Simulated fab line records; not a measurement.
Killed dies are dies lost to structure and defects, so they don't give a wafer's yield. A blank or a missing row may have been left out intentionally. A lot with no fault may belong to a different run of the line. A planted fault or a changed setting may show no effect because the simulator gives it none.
Split-lot study :: flow n5_finfet :: on a route of 1938 steps: 7 lots, 21 wafers read

## THE SPLIT
At N5_HKMG_FIN_ETCH_58 (etches SOC in N2/H2, target depth 215.8 nm, time 741 s), the setting source_w was moved away from the recipe's 875 W on 6 of the 21 wafers read, by -6.6% to +15.1%. All remaining wafers had this setting at the recipe value.

The reading comes from the split's own step.

## THE READING
rf_vpp_V, in V, at N5_HKMG_FIN_ETCH_58 (etches SOC in N2/H2, target depth 215.8 nm, time 741 s). Typical for fault-free wafers on this fab line: 99.2 V, with standard deviation 0.83 V.

wafer: L081.1
tool, chamber at the split: rie_diel-02, 3
source_w as run, W: 875
against the recipe: recipe
rf_vpp_V, V: 99.3
against lot-mates on the recipe: -

wafer: L081.4
tool, chamber at the split: rie_diel-02, 1
source_w as run, W: 875
against the recipe: recipe
rf_vpp_V, V: 100.3
against lot-mates on the recipe: -

wafer: L081.5
tool, chamber at the split: rie_diel-02, 0
source_w as run, W: 817.2
against the recipe: -6.6%
rf_vpp_V, V: 102.0
against lot-mates on the recipe: +2.2

wafer: L083.1
tool, chamber at the split: rie_diel-02, 3
source_w as run, W: 875
against the recipe: recipe
rf_vpp_V, V: 97.7
against lot-mates on the recipe: -

wafer: L083.4
tool, chamber at the split: rie_diel-02, 2
source_w as run, W: 875
against the recipe: recipe
rf_vpp_V, V: 99.5
against lot-mates on the recipe: -

wafer: L083.5
tool, chamber at the split: rie_diel-02, 1
source_w as run, W: 875
against the recipe: recipe
rf_vpp_V, V: 99.5
against lot-mates on the recipe: -

wafer: L084.1
tool, chamber at the split: rie_diel-01, 1
source_w as run, W: 875
against the recipe: recipe
rf_vpp_V, V: 98.1
against lot-mates on the recipe: -

wafer: L084.3
tool, chamber at the split: rie_diel-01, 2
source_w as run, W: 875
against the recipe: recipe
rf_vpp_V, V: 98.4
against lot-mates on the recipe: -

wafer: L084.6
tool, chamber at the split: rie_diel-01, 0
source_w as run, W: 875
against the recipe: recipe
rf_vpp_V, V: 100.1
against lot-mates on the recipe: -

wafer: L085.4
tool, chamber at the split: rie_diel-02, 0
source_w as run, W: 875
against the recipe: recipe
rf_vpp_V, V: 97.8
against lot-mates on the recipe: -

wafer: L085.5
tool, chamber at the split: rie_diel-02, 2
source_w as run, W: 875
against the recipe: recipe
rf_vpp_V, V: 99.2
against lot-mates on the recipe: -

wafer: L085.6
tool, chamber at the split: rie_diel-02, 1
source_w as run, W: 968
against the recipe: +10.6%
rf_vpp_V, V: 95.7
against lot-mates on the recipe: -2.8

wafer: L086.2
tool, chamber at the split: rie_diel-06, 3
source_w as run, W: 875
against the recipe: recipe
rf_vpp_V, V: 99.4
against lot-mates on the recipe: -

wafer: L086.4
tool, chamber at the split: rie_diel-06, 1
source_w as run, W: 1007
against the recipe: +15.1%
rf_vpp_V, V: 94.3
against lot-mates on the recipe: -5.1

wafer: L086.6
tool, chamber at the split: rie_diel-06, 3
source_w as run, W: 1007
against the recipe: +15.1%
rf_vpp_V, V: 95.1
against lot-mates on the recipe: -4.3

wafer: L088.3
tool, chamber at the split: rie_diel-02, 1
source_w as run, W: 875
against the recipe: recipe
rf_vpp_V, V: 99.3
against lot-mates on the recipe: -

wafer: L088.4
tool, chamber at the split: rie_diel-02, 0
source_w as run, W: 818.4
against the recipe: -6.5%
rf_vpp_V, V: 102.5
against lot-mates on the recipe: +3.3

wafer: L088.5
tool, chamber at the split: rie_diel-02, 3
source_w as run, W: 875
against the recipe: recipe
rf_vpp_V, V: 99.0
against lot-mates on the recipe: -

wafer: L095.3
tool, chamber at the split: rie_diel-01, 0
source_w as run, W: 875
against the recipe: recipe
rf_vpp_V, V: 99.0
against lot-mates on the recipe: -

wafer: L095.4
tool, chamber at the split: rie_diel-01, 3
source_w as run, W: 1006
against the recipe: +15.0%
rf_vpp_V, V: 95.2
against lot-mates on the recipe: -3.7

wafer: L095.6
tool, chamber at the split: rie_diel-01, 1
source_w as run, W: 875
against the recipe: recipe
rf_vpp_V, V: 98.8
against lot-mates on the recipe: -

FIT RESULTS
A straight line over all 21 wafers: rf_vpp_V changes by -0.311 V for each +1% of source_w; r = -0.93; the points scatter about the line by 0.78 V.
The same after taking each lot's own level away (the mean of its wafers on the recipe; 21 wafers): -0.306 V for each +1%; r = -0.94; scatter 0.68 V.
According to that fit, moving source_w by its largest amount changes the reading by 4.6 V.
Across the lots, their own levels run from 98.50 to 99.80 V, a range of 1.6 times the standard deviation given above.
So the lot-to-lot level changes the slope little: the two slopes agree.
Check: for one of the wafers moved furthest among these (+15.1%), held out of the fit, the line's prediction against its lot-mates is -4.27 V. It came out at -5.1 V against them.
Tool readings at the split's step, against how far the setting was moved: rf_vpp_V r = -0.93.

## THE OTHER SPLITS THESE WAFERS WENT THROUGH
Note: prior to the reading, these wafers also went through further splits. Each is held against what the fit with the lots' levels taken away leaves over:
other split on the same wafers: N5_SD_EPI_N_PEB_07 peb_time_s
wafers away from the commonest value: 4
r with rf_vpp_V (lot level and that fit taken away): -0.16

other split on the same wafers: N5_SDB_COAT_03 spin_rpm
wafers away from the commonest value: 11
r with rf_vpp_V (lot level and that fit taken away): +0.01

other split on the same wafers: N5_HKMG_FIN_ETCH_55 bias_w
wafers away from the commonest value: 6
r with rf_vpp_V (lot level and that fit taken away): -0.11

## FILE'S OWN FIT
rf_vpp_V changes by -0.296 V for each +1% of source_w, r = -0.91.
